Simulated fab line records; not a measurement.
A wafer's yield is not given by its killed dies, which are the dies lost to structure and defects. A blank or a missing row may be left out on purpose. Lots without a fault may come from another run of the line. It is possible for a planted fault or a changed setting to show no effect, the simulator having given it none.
Chamber matching    flow nand harc    NHARC_A_STAIRCASE_CMP_450 on cmp-01 has 4 sister chambers
The step polishes SiO2, target thk 200 nm. 4 wafers are shown with their chamber, then 8 later ones without.

== WAFERS WITH THEIR CHAMBER ==
wafer   chamber  motor current A (A)
L087.1  3        10.6
L087.5  1        12.4
L087.6  2        12.0
L091.2  0        12.6

== WAFERS WITHOUT THEIR CHAMBER ==
wafer   motor current A (A)
L091.3  12.6
L091.6  12.6
L094.1  12.9
L094.3  12.1
L094.6  12.4
L097.2  12.2
L097.4  13.1
L097.5  13.0

== WHICH CHAMBER EACH WENT THROUGH ==
wafer   from the rows above           in truth
L091.3  can't be placed: 0 or 1       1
L091.6  can't be placed: 0 or 1       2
L094.1  can't be placed: 0 or 1       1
L094.3  can't be placed: 2 or 1 or 0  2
L094.6  can't be placed: 1 or 0 or 2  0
L097.2  can't be placed: 2 or 1 or 0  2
L097.4  can't be placed: 0 or 1       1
L097.5  can't be placed: 0 or 1       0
0 of 8 placed correctly. These rows do not allow placing 8 (true chamber among the candidates in 7). Wrongly placed: 0.
How it was worked out, from the rows above alone: a wafer's distance from a chamber is the root of the sum, over the readings, of the square of ((its reading less the chamber's mean) divided by the reading's scatter). If the next closest chamber is less than 2 further off than the closest, the wafer can't be placed; otherwise it belongs to the closest. Each chamber's mean is taken over the wafers shown for it. The scatter: root of mean squared gap, hidden wafer to nearest shown wafer, with one shown wafer a chamber.
